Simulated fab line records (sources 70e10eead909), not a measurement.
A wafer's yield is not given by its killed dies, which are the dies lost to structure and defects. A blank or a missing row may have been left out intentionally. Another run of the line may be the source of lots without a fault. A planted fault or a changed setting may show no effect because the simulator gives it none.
Problem report, 8D (eight disciplines) form, completed by code | flow nandHarc | the parts of the form that need people (team, actions taken, sign-off) are left out

== 1. THE ISSUE ==
Wafers without a fault read 27, standard deviation 11; killedAtArray at NHARC_END_SORT_01 reads a mean of 676 on 2 wafers belonging to 2 lots. Measured from the usual mean, that is +59 standard deviations.
Seen first at day 22 02:30 on prober-02, wafer L117.1. At this step, 18 wafers from 6 lots have a number in the record. Rule for "out", or "out of limits": more than 4 standard deviations from the usual mean. All remaining wafers that have a number are taken as sound.

== 2. WHAT IT IS; WHAT IT IS NOT ==
question                    | is                        | is not
which readings at this step | killedAtArray, killedDies | killedAtOther, killedAtPeriphery, killedOpen, killedShort
which lots                  | L117, L119                | L111, L112, L114, L127
which wafers of those lots  | L117.1, L119.4            | L117.2, L117.4, L119.3, L119.5
read on which gauges        | prober-01, prober-02      | -
when                        | from day 22 02:30         | up to then (9 sound wafers); but 7 sound wafers of L117, L119, L127 came after

== 3. WHAT RULES OUT EACH SUSPECT ==
Counting: a tool at a process step up to the reading stays a suspect if it ran every lot that is out. Sound lots after the first of them don't rule it out here, since some wafers of a struck lot are sound.
- the gauge at NHARC_END_SORT_01: ruled out. Those wafers that are out were read across 2 gauges (prober-01, prober-02).
- rieDiel-11 at NHARC_A_CHANNEL_HOLE_D1_ETCH_38 (etches the open film in CF4, target depth 39 nm, time 65 s): kept. Ran every lot that is out, first one L117 (day 11 14:23); last sound lot up to then L112 (day 10 01:40). Its own oesProductAu readings are out on those wafers.
- harEtch-01 at NHARC_A_CHANNEL_HOLE_D1_ETCH_23 (etches the open film in C4F8/O2/Ar, time 819 s, target depth 1600 nm): kept. It ran every lot that is out, first L117 (day 11 18:22).
- rieDiel-11, NHARC_A_CHANNEL_HOLE_D1_ETCH_38: wafers that are out in chamber 0, sound lot-mates in chambers 1, 3.
After counting, rieDiel-11 at NHARC_A_CHANNEL_HOLE_D1_ETCH_38 and harEtch-01 at NHARC_A_CHANNEL_HOLE_D1_ETCH_23 remain.

== 4. THE CAUSE (what the simulator had put in) ==
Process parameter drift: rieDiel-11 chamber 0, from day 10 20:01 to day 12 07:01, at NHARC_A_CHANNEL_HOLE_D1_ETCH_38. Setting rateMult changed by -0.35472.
2 suspects survive the count, and this tool is in that group.

== 5. THE EFFECT CHAIN, in route order ==
One row per reading whose mean, taken over the struck wafers that have a number, lies over 3 standard deviations from the usual. Only readings for which the record gives a usual standard deviation are gone through. hours: the time from each lot's start at the first step in this table that gives one to its start at this step, as a median over the lots. sigmas: the change in usual standard deviations.
hours | step                            | reading       | usual      | on struck wafers | change | sigmas
0     | NHARC_A_CHANNEL_HOLE_D1_ETCH_38 | oesProductAu  | 1.001 a.u. | 0.769            | -0.232 | -26
265   | NHARC_END_SORT_01               | killedAtArray | 27         | 676              | +649   | +59
265   | NHARC_END_SORT_01               | killedDies    | 30         | 677              | +647   | +59
The process steps in it:
- NHARC_A_CHANNEL_HOLE_D1_ETCH_38: etches the open film in CF4, target depth 39 nm, time 65 s.

== 6. WHAT WOULD HAVE CAUGHT IT SOONER ==
The first out-of-limits reading at a measuring or inspecting step in this record came at day 22 02:30, 270 hours after the fault's start at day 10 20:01.
At NHARC_A_CHANNEL_HOLE_D1_ETCH_38, the tool's own readings (oesProductAu) were out on each struck wafer the step has a row for, so an alarm limit on them would have fired on the first such wafer.
All the lots that are out (2) had begun NHARC_A_CHANNEL_HOLE_D1_ETCH_38 on rieDiel-11 by day 22 02:30. A hold on the tool at that time would have spared none of them.
